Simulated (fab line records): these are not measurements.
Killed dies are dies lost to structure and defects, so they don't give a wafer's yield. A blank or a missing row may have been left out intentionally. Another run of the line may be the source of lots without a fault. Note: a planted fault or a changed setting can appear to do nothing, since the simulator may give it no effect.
Matching of chambers | flow nandHarc | rieDiel-09 running NHARC_A_STAIRCASE_TRIM_12: 4 sister chambers
The step chemistry O2, time 211.2 s. 8 wafers are shown with their chamber, then 8 later ones without.

## WAFERS PAIRED WITH THEIR CHAMBERS
wafer  | chamber | showerheadPlenumPTorr (Torr) | oesProductAu (a.u.)
L075.4 | 1       | 3.58                         | 1.005
L078.5 | 2       | 3.67                         | 0.994
L083.1 | 0       | 3.75                         | 0.997
L083.3 | 2       | 3.65                         | 1.006
L093.3 | 3       | 3.37                         | 1.001
L093.4 | 1       | 3.55                         | 1.022
L093.6 | 3       | 3.37                         | 1.018
L094.1 | 0       | 3.74                         | 0.982

## WAFERS WITH NO CHAMBER GIVEN
wafer  | showerheadPlenumPTorr (Torr) | oesProductAu (a.u.)
L094.2 | 3.55                         | 1.008
L094.4 | 3.37                         | 1.001
L096.2 | 3.36                         | 0.996
L096.4 | 3.73                         | 0.975
L096.5 | 3.54                         | 0.999
L097.2 | 3.63                         | 1.010
L097.4 | 3.54                         | 1.011
L097.5 | 3.36                         | 1.003

## WHICH CHAMBER EACH WENT THROUGH
wafer  | from the rows above | in truth
L094.2 | 1                   | 1
L094.4 | 3                   | 3
L096.2 | 3                   | 3
L096.4 | 0                   | 0
L096.5 | 1                   | 1
L097.2 | 2                   | 2
L097.4 | 1                   | 1
L097.5 | 3                   | 3
8 of 8 placed correctly. Not placeable from these rows: 0. Wrongly placed: 0.
How it was worked out, from the rows above alone: a wafer's distance from a chamber is the root of the sum, over the readings, of the square of ((its reading less the chamber's mean) divided by the reading's scatter). If the next closest chamber is less than 2 further off than the closest, the wafer can't be placed; otherwise it belongs to the closest. Each chamber's mean is taken over the wafers shown for it. The scatter is the square root of a quotient: the sum, over the shown wafers, of each reading's squared deviation from its chamber's mean, divided by wafers minus chambers.
